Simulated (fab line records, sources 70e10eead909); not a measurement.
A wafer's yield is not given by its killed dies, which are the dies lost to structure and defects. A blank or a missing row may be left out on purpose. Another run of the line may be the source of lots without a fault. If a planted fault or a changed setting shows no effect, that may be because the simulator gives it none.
Which tool was responsible? ; flow nand-harc ; Sampling: 12 lots, 36 wafers, 5 of 1302 route steps

## WHAT THE GAUGES SHOWED, per wafer
NHARC_A_CONTACT_CD_MEAS_53. Usual: cd-nm 289.7 nm, standard deviation 0.73.
lot;measured;on;cd-nm (nm);flag
L729;day 21 13:14;cd-sem-03;289.5 290.4 289.2;
L735;day 23 07:18;cd-sem-02;289.4 289.1 290.8;
L736;day 24 07:00;cd-sem-01;289.0 290.6 291.3;
L737;day 25 01:56;cd-sem-03;291.0 289.6 288.8;
L739;day 26 03:10;cd-sem-03;287.9 289.5 288.1;
L740;day 26 13:56;cd-sem-01;289.7 289.5 289.3;
L742;day 26 14:46;cd-sem-03;289.5 289.9 289.8;
L741;day 26 23:56;cd-sem-01;288.6 289.1 289.2;
L744;day 27 16:43;cd-sem-02;289.7 289.2 290.2;
L750;day 30 01:49;cd-sem-01;290.1 289.4 288.4;
L749;day 30 03:00;cd-sem-03;289.6 290.5 289.9;
L751;day 30 18:52;cd-sem-02;290.3 290.1 289.3;

NHARC_END_SORT_01. Usual: killed-at-array 61, standard deviation 26; killed-at-other 0.8, standard deviation 1.1; killed-at-periphery 4.0, standard deviation 2.6; killed-dies 66, standard deviation 26; killed-open 3.1, standard deviation 1.7; killed-short 2.5, standard deviation 1.5.
lot;measured;on;killed-at-array;killed-at-other;killed-at-periphery;killed-dies;killed-open;killed-short;flag
L740;day 29 18:49;prober-02;68;3;3;74;2;5;
L742;day 29 17:56;prober-01;672 672 675;0 2 0;5 3 2;677 677 677;3 4 5;4 4 1;OFF
L741;day 30 23:59;prober-02;675 677 674;1 0 1;1 0 2;677 677 677;2 3 4;5 3 3;OFF
L744;day 30 15:26;prober-01;672 673 673;0 0 0;5 4 4;677 677 677;3 5 6;3 2 0;OFF

## WHAT TOOL EACH LOT RAN ON (gives the tool, then ch and the chambers of the sampled wafers, and finally the start)
lot;NHARC_A_CONTACT_ETCH_118;NHARC_A_CONTACT_ETCH_121;NHARC_A_CONTACT_ETCH_96
L729;har-cap-etch-02 ch 0,1, day 21 11:11;har-cap-etch-02 ch 0,1, day 21 11:42;rie-diel-11 ch 1,2, day 21 13:09
L735;har-cap-etch-01 ch 0,1, day 23 05:14;har-cap-etch-01 ch 0,1, day 23 05:45;rie-diel-11 ch 0,2,3, day 23 07:12
L736;har-cap-etch-02 ch 0,1, day 24 04:59;har-cap-etch-02 ch 0,1, day 24 05:29;rie-diel-11 ch 1,2,3, day 24 06:55
L737;har-cap-etch-01 ch 0,1, day 24 23:53;har-cap-etch-01 ch 0,1, day 25 00:24;rie-diel-11 ch 0,3, day 25 01:51
L739;har-cap-etch-01 ch 0,1, day 26 01:11;har-cap-etch-01 ch 0,1, day 26 01:43;rie-diel-11 ch 0,1, day 26 03:05
L740;har-cap-etch-02 ch 0,1, day 26 11:52;har-cap-etch-02 ch 0,1, day 26 12:23;rie-diel-09 ch 0,1, day 26 13:50
L742;har-cap-etch-01 ch 0,1, day 26 12:14;har-cap-etch-01 ch 0,1, day 26 12:56;rie-diel-10 ch 0,1,2, day 26 14:40
L741;har-cap-etch-02 ch 0,1, day 26 21:56;har-cap-etch-02 ch 0,1, day 26 22:26;rie-diel-11 ch 0,1,2, day 26 23:50
L744;har-cap-etch-01 ch 0,1, day 27 14:40;har-cap-etch-01 ch 0,1, day 27 15:11;rie-diel-11 ch 1,2,3, day 27 16:38
L750;har-cap-etch-02 ch 0,1, day 29 23:47;har-cap-etch-02 ch 0,1, day 30 00:17;rie-diel-11 ch 0,1,3, day 30 01:44
L749;har-cap-etch-03 ch 0,1, day 30 00:58;har-cap-etch-03 ch 0,1, day 30 01:29;rie-diel-09 ch 0,1, day 30 02:55
L751;har-cap-etch-01 ch 0, day 30 16:51;har-cap-etch-01 ch 0, day 30 17:21;rie-diel-11 ch 1,2,3, day 30 18:47
- NHARC_A_CONTACT_ETCH_118: etches the open film in C4F8/O2/Ar, time 190 s, target depth 1850 nm.
- NHARC_A_CONTACT_ETCH_121: etches the open film in C4F8/O2/Ar, time 190 s, target depth 1850 nm.
- NHARC_A_CONTACT_ETCH_96: etches the open film in C4F6/O2, target depth 20 nm, time 10 s.

## AS READ BY THE TOOLS THEMSELVES (means over the sampled wafers that have a number; for cases with no such wafer, the mark the record gives instead)
NHARC_A_CONTACT_ETCH_118. Usual: chamber-pressure-mTorr 19.999 mTorr, standard deviation 0.017; oes-air-line-au 1.003 a.u., standard deviation 0.021.
lot;tool;chamber-pressure-mTorr (mTorr);oes-air-line-au (a.u.);flag
L729;har-cap-etch-02;20.021;1.018;
L735;har-cap-etch-01;19.999;1.007;
L736;har-cap-etch-02;20.000;1.001;
L737;har-cap-etch-01;20.009;0.999;
L739;har-cap-etch-01;19.995;1.012;
L740;har-cap-etch-02;19.984;0.995;
L742;har-cap-etch-01;19.989;0.987;
L741;har-cap-etch-02;19.999;0.997;
L744;har-cap-etch-01;19.981;0.986;
L750;har-cap-etch-02;20.005;1.027;
L749;har-cap-etch-03;19.976;1.004;
L751;har-cap-etch-01;19.999;0.993;

NHARC_A_CONTACT_ETCH_121. Usual: chamber-pressure-mTorr 20.000 mTorr, standard deviation 0.019; oes-air-line-au 0.999 a.u., standard deviation 0.019.
lot;tool;chamber-pressure-mTorr (mTorr);oes-air-line-au (a.u.);flag
L729;har-cap-etch-02;20.012;0.992;
L735;har-cap-etch-01;20.000;0.997;
L736;har-cap-etch-02;20.030;1.020;
L737;har-cap-etch-01;19.996;1.015;
L739;har-cap-etch-01;19.979;0.985;
L740;har-cap-etch-02;20.016;1.004;
L742;har-cap-etch-01;20.004;0.999;
L741;har-cap-etch-02;19.989;0.984;
L744;har-cap-etch-01;20.009;1.029;
L750;har-cap-etch-02;19.996;1.008;
L749;har-cap-etch-03;19.998;0.982;
L751;har-cap-etch-01;19.992;0.979;

NHARC_A_CONTACT_ETCH_96. Usual: bias-w 500.0 W, standard deviation 1.7; c4f6-flow-sccm 25.00 sccm, standard deviation 0.075; drypump-motor-current-A 5.9 A, standard deviation 0.35; oes-product-au 0.967 a.u., standard deviation 0.028; rf-fwd-power-W 585.5 W, standard deviation 2; rf-vpp-V 547.0 V, standard deviation 2.3; showerhead-plenum-p-Torr 3.93 Torr, standard deviation 0.1; throttle-valve-pct 26.904 %, standard deviation 0.0086.
lot;tool;bias-w (W);c4f6-flow-sccm (sccm);drypump-motor-current-A (A);oes-product-au (a.u.);rf-fwd-power-W (W);rf-vpp-V (V);showerhead-plenum-p-Torr (Torr);throttle-valve-pct (%);flag
L729;rie-diel-11;499.4;25.05;5.6;0.947;587.2;547.8;4.00;26.897;
L735;rie-diel-11;500.0;24.99;5.8;0.946;583.9;548.5;3.98;26.905;
L736;rie-diel-11;499.8;25.00;5.9;0.973;585.2;548.4;4.03;26.903;
L737;rie-diel-11;501.3;25.05;5.9;0.944;584.3;546.6;3.92;26.906;
L739;rie-diel-11;499.1;24.98;5.9;0.996;585.3;547.6;3.93;26.901;
L740;rie-diel-09;499.5;25.08;6.1;1.010;585.1;544.5;3.83;26.902;
L742;rie-diel-10;-;-;-;-;-;-;-;-;OFF
L741;rie-diel-11;-;-;-;-;-;-;-;-;OFF
L744;rie-diel-11;-;-;-;-;-;-;-;-;OFF
L750;rie-diel-11;500.5;24.98;6.0;1.004;585.9;547.4;3.96;26.898;
L749;rie-diel-09;498.9;25.02;6.2;0.956;586.2;544.5;3.80;26.906;
L751;rie-diel-11;501.1;25.01;5.9;0.935;586.0;549.7;4.01;26.901;

## THE ANSWER, worked out from the rows above alone
Rule: a lot is off if the mean of its wafers that have a number lies more than 3 standard deviations from the usual mean. A lot without any number at a reading at which 4 lots or more have one is off too. All remaining lots with rows at the step are treated as sound. Order of review: gauges by route order, followed by the tools' own readings, for which a lot's mean as printed above is used. At the first step where some lot is off, the reading lying furthest off is the one used; lots without a number count as furthest.
Off: L742, L741, L744, at NHARC_END_SORT_01 (killed-at-array). Neither off nor sound, because the step has no rows for them: L729, L735, L736, L737, L739, L750, L749, L751.
If a tool, at a process step before that reading, ran all the lots that are off and no sound lot after the first of them, it fits. The gauges at NHARC_END_SORT_01 aren't tried: what is off there is off at NHARC_A_CONTACT_ETCH_96 too, on other tools, and a gauge's error can't cause that. None of those tried fits.

## WHAT THE SIMULATOR HAD INSERTED
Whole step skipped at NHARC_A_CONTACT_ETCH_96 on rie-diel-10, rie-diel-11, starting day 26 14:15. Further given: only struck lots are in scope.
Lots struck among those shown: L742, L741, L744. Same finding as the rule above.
